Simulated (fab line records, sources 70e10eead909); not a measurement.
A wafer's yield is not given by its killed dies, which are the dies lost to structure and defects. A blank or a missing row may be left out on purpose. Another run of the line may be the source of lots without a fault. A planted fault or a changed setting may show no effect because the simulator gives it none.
Which tool is to blame? | flow nandHarc | 24 lots, 72 wafers sampled, at 6 steps of a route of 1302

## WHAT EACH GAUGE READ, for each wafer
NHARC_A_SLIT_CD_MEAS_09: the cd target is 300 nm.
lot  | measured     | on       | cdNm (nm)
L074 | day 20 02:58 | cdSem-01 | 299.5 299.6 299.7
L075 | day 20 07:15 | cdSem-03 | 300.7 299.8 299.8
L078 | day 21 00:15 | cdSem-03 | 299.6 299.7 298.9
L077 | day 20 21:26 | cdSem-01 | 300.2 299.5 299.5
L079 | day 20 22:59 | cdSem-02 | 299.4 300.3 299.6
L076 | day 21 01:15 | cdSem-02 | 300.6 300.8 299.6
L080 | day 21 19:31 | cdSem-01 | 300.0 299.8 300.4
L082 | day 22 11:13 | cdSem-03 | 299.5 299.4 299.6
L081 | day 23 00:26 | cdSem-02 | 299.5 300.0 299.9
L083 | day 23 12:05 | cdSem-03 | 300.2 300.1 299.8
L084 | day 23 19:51 | cdSem-02 | 300.0 299.6 300.3
L085 | day 24 04:13 | cdSem-02 | 300.3 300.1 300.3
L086 | day 24 04:04 | cdSem-01 | 300.2 299.1 300.6
L087 | day 25 00:13 | cdSem-01 | 300.3 300.4 300.3
L089 | day 25 21:32 | cdSem-03 | 300.6 300.1 299.8
L088 | day 25 17:40 | cdSem-03 | 299.5 298.6 299.0
L090 | day 26 14:23 | cdSem-03 | 300.0 300.4 299.9
L091 | day 26 23:56 | cdSem-03 | 300.6 300.0 300.4
L092 | day 27 00:10 | cdSem-02 | 299.9 299.9 299.9
L094 | day 27 15:09 | cdSem-03 | 299.6 299.6 300.3
L093 | day 27 14:35 | cdSem-03 | 300.5 300.5 299.9
L096 | day 28 17:17 | cdSem-02 | 300.6 301.4 300.4
L095 | day 29 12:00 | cdSem-02 | 300.2 300.5 300.5
L097 | day 30 01:32 | cdSem-03 | 299.6 299.9 299.6

NHARC_A_CONTACT_OVL_MEAS_70.
lot  | measured     | on         | overlayXNm (nm) | overlayYNm (nm)
L074 | day 22 03:52 | overlay-02 | 0.0 0.2 0.2     | -0.2 0.2 -0.6
L075 | day 22 15:43 | overlay-01 | 0.4 0.5 0.7     | -0.4 0.0 -0.1
L078 | day 23 03:31 | overlay-02 | 0.0 0.4 0.7     | -0.8 -0.9 -0.8
L077 | day 22 21:16 | overlay-02 | 0.2 -0.1 0.1    | -0.9 -0.8 -0.2
L079 | day 22 20:42 | overlay-02 | 0.4 0.3 0.7     | -0.7 -0.6 -1.0
L076 | day 23 04:12 | overlay-02 | -1.2 -0.6 -1.2  | -0.6 0.0 0.1
L080 | day 23 20:47 | overlay-01 | -0.6 -0.5 -0.9  | -1.1 -1.5 -0.9
L082 | day 24 10:31 | overlay-02 | -0.4 -0.6 -0.4  | -0.5 -0.6 -0.3
L081 | day 25 01:12 | overlay-01 | -0.1 -0.4 0.0   | 0.0 -0.5 0.0
L083 | day 25 14:28 | overlay-02 | -1.2 -1.3 -1.4  | 0.9 1.5 1.3
L084 | day 25 22:05 | overlay-02 | -0.3 0.1 -0.6   | -0.1 -0.2 0.0
L085 | day 26 05:25 | overlay-01 | -1.2 -1.1 -1.0  | -1.1 -0.9 -0.6
L086 | day 26 04:35 | overlay-02 | -0.3 -0.2 -0.1  | 0.3 0.7 0.3
L087 | day 27 04:49 | overlay-02 | 0.0 0.7 0.5     | 0.3 0.8 0.3
L089 | day 27 21:44 | overlay-01 | 0.3 0.5 -0.5    | -1.0 -0.1 -0.2
L088 | day 27 20:47 | overlay-01 | 0.6 0.3 0.0     | -0.1 -0.1 -0.1
L090 | day 28 16:26 | overlay-01 | 0.4 0.3 0.0     | -0.5 -0.5 0.1
L091 | day 29 00:16 | overlay-02 | 1.1 0.9 1.4     | 0.4 0.7 0.6
L092 | day 29 10:00 | overlay-02 | -0.4 0.0 -0.2   | -1.0 -0.5 -0.7
L094 | day 29 18:56 | overlay-02 | -1.3 -0.5 -0.5  | 0.9 0.6 1.0
L093 | day 29 21:10 | overlay-01 | 0.9 0.6 1.5     | -0.8 -0.7 -1.2
L096 | day 30 21:44 | overlay-01 | -0.6 -0.3 -1.0  | 0.0 -0.6 -0.4
L095 | day 31 18:10 | overlay-02 | 0.1 0.6 0.4     | 0.8 1.4 1.0
L097 | day 32 07:55 | overlay-02 | -0.1 -0.1 -0.8  | -0.5 0.0 -0.1

NHARC_A_CONTACT_INSPECT_71.
lot  | measured     | on               | rawDefectCount
L074 | day 22 03:54 | defectInspect-02 | 83 61 65
L075 | day 22 15:45 | defectInspect-02 | 113 130 115
L078 | day 23 03:32 | defectInspect-02 | 19 27 19
L077 | day 22 21:18 | defectInspect-02 | 13 15 13
L079 | day 22 20:44 | defectInspect-02 | 143 128 147
L076 | day 23 04:14 | defectInspect-02 | 157 147 157
L080 | day 23 20:50 | defectInspect-01 | 117 124 106
L082 | day 24 10:32 | defectInspect-01 | 116 115 121
L081 | day 25 01:14 | defectInspect-02 | 89 77 85
L083 | day 25 14:31 | defectInspect-02 | 77 75 71
L084 | day 25 22:07 | defectInspect-01 | 80 93 88
L085 | day 26 05:27 | defectInspect-02 | 98 91 87
L086 | day 26 04:37 | defectInspect-02 | 25 15 21
L087 | day 27 04:50 | defectInspect-01 | 57 67 73
L089 | day 27 21:46 | defectInspect-01 | 64 68 75
L088 | day 27 20:49 | defectInspect-02 | 132 134 141
L090 | day 28 16:28 | defectInspect-02 | 147 141 136
L091 | day 29 00:19 | defectInspect-01 | 84 82 83
L092 | day 29 10:02 | defectInspect-01 | 56 56 53
L094 | day 29 18:58 | defectInspect-02 | 78 72 59
L093 | day 29 21:11 | defectInspect-01 | 66 65 67
L096 | day 30 21:47 | defectInspect-01 | 56 77 67
L095 | day 31 18:11 | defectInspect-02 | 82 83 78
L097 | day 32 07:57 | defectInspect-01 | 88 85 101

## WHAT TOOL EACH LOT RAN ON (gives the tool, then ch and the chambers of the sampled wafers, and finally the start)
lot  | NHARC_A_STAIRCASE_STRIP_446         | NHARC_A_SGD_CUT_DEP_00          | NHARC_A_WL_FILL_ALD_19
L074 | plasmaAsher-01 ch 1, day 19 04:55   | pecvd-02 ch 0,2, day 19 07:46   | aldMetal-02 ch 0,2,3, day 21 10:04
L075 | plasmaAsher-01 ch 0,1, day 19 15:08 | pecvd-02 ch 0,1,2, day 19 17:49 | aldMetal-02 ch 2,3, day 21 22:31
L078 | plasmaAsher-01 ch 0,1, day 20 06:02 | pecvd-03 ch 0,1,2, day 20 08:43 | aldMetal-02 ch 0,3, day 22 10:28
L077 | plasmaAsher-02 ch 0,1, day 20 06:07 | pecvd-01 ch 0,1, day 20 08:40   | aldMetal-04 ch 0,1, day 22 03:29
L079 | plasmaAsher-01 ch 0,1, day 20 06:19 | pecvd-01 ch 0,1,2, day 20 08:58 | aldMetal-02 ch 0,1,2, day 22 03:29
L076 | plasmaAsher-02 ch 0,1, day 20 08:53 | pecvd-03 ch 0,1,2, day 20 11:35 | aldMetal-04 ch 0,2,3, day 22 10:28
L080 | plasmaAsher-02 ch 0,1, day 21 03:17 | pecvd-01 ch 0,1,2, day 21 06:02 | aldMetal-02 ch 0,1,3, day 23 02:17
L082 | plasmaAsher-02 ch 0,1, day 21 19:59 | pecvd-02 ch 0,1,2, day 21 22:41 | aldMetal-02 ch 1,2,3, day 23 17:07
L081 | plasmaAsher-02 ch 0,1, day 22 07:13 | pecvd-02 ch 1,2, day 22 09:50   | aldMetal-01 ch 0,1,3, day 24 07:02
L083 | plasmaAsher-02 ch 0,1, day 22 21:04 | pecvd-03 ch 0,2, day 22 23:46   | aldMetal-02 ch 0,1,3, day 24 21:15
L084 | plasmaAsher-01 ch 0,1, day 23 04:58 | pecvd-01 ch 0,1,2, day 23 07:35 | aldMetal-02 ch 0,1,3, day 25 02:49
L085 | plasmaAsher-02 ch 0,1, day 23 11:13 | pecvd-01 ch 0,2, day 23 13:54   | aldMetal-04 ch 2,3, day 25 11:44
L086 | plasmaAsher-01 ch 0,1, day 23 11:19 | pecvd-03 ch 1,2, day 23 13:59   | aldMetal-02 ch 0,2,3, day 25 11:46
L087 | plasmaAsher-01 ch 0,1, day 24 09:08 | pecvd-03 ch 0,2, day 24 11:58   | aldMetal-01 ch 0,2, day 26 06:50
L089 | plasmaAsher-01 ch 0,1, day 25 00:16 | pecvd-02 ch 0,1,2, day 25 02:56 | aldMetal-01 ch 1,2,3, day 27 03:35
L088 | plasmaAsher-01 ch 0,1, day 25 00:59 | pecvd-03 ch 0,1,2, day 25 03:45 | aldMetal-04 ch 1,2,3, day 27 03:35
L090 | plasmaAsher-01 ch 0,1, day 25 20:52 | pecvd-01 ch 1,2, day 25 23:35   | aldMetal-04 ch 1,2, day 27 22:52
L091 | plasmaAsher-02 ch 0,1, day 26 04:22 | pecvd-02 ch 0,2, day 26 07:03   | aldMetal-02 ch 0,1, day 28 07:12
L092 | plasmaAsher-01 ch 0,1, day 26 04:35 | pecvd-03 ch 0,1,2, day 26 07:22 | aldMetal-02 ch 1,3, day 28 09:56
L094 | plasmaAsher-01 ch 0,1, day 26 23:07 | pecvd-01 ch 0,2, day 27 01:48   | aldMetal-01 ch 0,1,2, day 28 21:08
L093 | plasmaAsher-02 ch 0,1, day 26 23:15 | pecvd-03 ch 0,1,2, day 27 01:49 | aldMetal-04 ch 1,2, day 28 21:06
L096 | plasmaAsher-01 ch 0,1, day 28 01:41 | pecvd-01 ch 0,1,2, day 28 04:23 | aldMetal-01 ch 0,2,3, day 30 02:28
L095 | plasmaAsher-01 ch 0,1, day 28 13:45 | pecvd-02 ch 0,2, day 28 16:26   | aldMetal-02 ch 0,2,3, day 31 00:08
L097 | plasmaAsher-02 ch 0,1, day 29 07:12 | pecvd-03 ch 0,2, day 29 09:48   | aldMetal-04 ch 2,3, day 31 08:29
- NHARC_A_STAIRCASE_STRIP_446: strips in O2.
- NHARC_A_SGD_CUT_DEP_00: deposits SiNx, target thk 50 nm.
- NHARC_A_WL_FILL_ALD_19: deposits TiN, target thk 2 nm, pulse time 3 s, ald cycles 100.

## AS READ BY THE TOOLS THEMSELVES (means over the sampled wafers that have a number; for cases with no such wafer, the mark the record gives instead)
NHARC_A_STAIRCASE_STRIP_446.
lot  | tool           | drypumpMotorCurrentA (A) | heaterPowerW (W)
L074 | plasmaAsher-01 | 5.74                     | 339
L075 | plasmaAsher-01 | 5.49                     | 310
L078 | plasmaAsher-01 | 5.60                     | 326
L077 | plasmaAsher-02 | 5.15                     | 313
L079 | plasmaAsher-01 | 5.48                     | 310
L076 | plasmaAsher-02 | 5.16                     | 303
L080 | plasmaAsher-02 | 5.17                     | 305
L082 | plasmaAsher-02 | 5.40                     | 295
L081 | plasmaAsher-02 | 5.17                     | 304
L083 | plasmaAsher-02 | 5.40                     | 288
L084 | plasmaAsher-01 | 5.50                     | 310
L085 | plasmaAsher-02 | 5.16                     | 305
L086 | plasmaAsher-01 | 5.48                     | 309
L087 | plasmaAsher-01 | 5.61                     | 325
L089 | plasmaAsher-01 | 5.51                     | 315
L088 | plasmaAsher-01 | 5.62                     | 327
L090 | plasmaAsher-01 | 5.51                     | 313
L091 | plasmaAsher-02 | 5.39                     | 295
L092 | plasmaAsher-01 | 5.61                     | 323
L094 | plasmaAsher-01 | 5.62                     | 323
L093 | plasmaAsher-02 | 5.40                     | 306
L096 | plasmaAsher-01 | 5.50                     | 311
L095 | plasmaAsher-01 | 5.50                     | 307
L097 | plasmaAsher-02 | 5.16                     | 313

NHARC_A_SGD_CUT_DEP_00.
lot  | tool     | heaterPowerW (W)
L074 | pecvd-02 | 794
L075 | pecvd-02 | 824
L078 | pecvd-03 | 666
L077 | pecvd-01 | 848
L079 | pecvd-01 | 796
L076 | pecvd-03 | 666
L080 | pecvd-01 | 771
L082 | pecvd-02 | 746
L081 | pecvd-02 | 736
L083 | pecvd-03 | 678
L084 | pecvd-01 | 772
L085 | pecvd-01 | 737
L086 | pecvd-03 | 710
L087 | pecvd-03 | 679
L089 | pecvd-02 | 811
L088 | pecvd-03 | 649
L090 | pecvd-01 | 727
L091 | pecvd-02 | 921
L092 | pecvd-03 | 646
L094 | pecvd-01 | 722
L093 | pecvd-03 | 647
L096 | pecvd-01 | 775
L095 | pecvd-02 | 764
L097 | pecvd-03 | 584

NHARC_A_WL_FILL_ALD_19.
lot  | tool        | heaterPowerW (W) | precursorPulseHeightRel
L074 | aldMetal-02 | 1165             | 1.012
L075 | aldMetal-02 | 1071             | 0.994
L078 | aldMetal-02 | 1227             | 1.015
L077 | aldMetal-04 | 1103             | 0.995
L079 | aldMetal-02 | 1072             | 0.991
L076 | aldMetal-04 | 1078             | 1.005
L080 | aldMetal-02 | 1171             | 0.997
L082 | aldMetal-02 | 1111             | 0.987
L081 | aldMetal-01 | 1113             | 1.019
L083 | aldMetal-02 | 1191             | 0.991
L084 | aldMetal-02 | 1186             | 1.011
L085 | aldMetal-04 | 1076             | 0.995
L086 | aldMetal-02 | 1170             | 1.010
L087 | aldMetal-01 | 1155             | 0.994
L089 | aldMetal-01 | 1157             | 0.990
L088 | aldMetal-04 | 1070             | 0.995
L090 | aldMetal-04 | 1048             | 1.001
L091 | aldMetal-02 | 1102             | 1.004
L092 | aldMetal-02 | 1099             | 0.987
L094 | aldMetal-01 | 1096             | 1.013
L093 | aldMetal-04 | 1007             | 0.989
L096 | aldMetal-01 | 1216             | 1.000
L095 | aldMetal-02 | 1180             | 1.001
L097 | aldMetal-04 | 1086             | 1.005

## THE ANSWER, worked out from the rows above alone
Rule: usual is defined by the lots themselves. Put in order of their means at a reading, lots are off if they are a third of the lots or fewer, leave a main group of 4 or more, and stand apart from it by a gap of 3 or more times the standard deviation of the main group's means; of several such gaps the widest counts. The tables above print the reading to a certain number of digits; a main group whose means all agree to those digits is not used. A lot without any number at a reading at which 4 lots or more have one is off too. Where the step has rows for the other lots, those lots are counted as sound. The gauges are gone through in route order, then the tools' own readings, and for those a lot's mean is taken as printed above. At the first step where some lot is off, the reading lying furthest off is the one used; lots without a number count as furthest.
No lot is off at any reading shown: from this, nothing can be told.

## WHAT THE SIMULATOR HAD INSERTED
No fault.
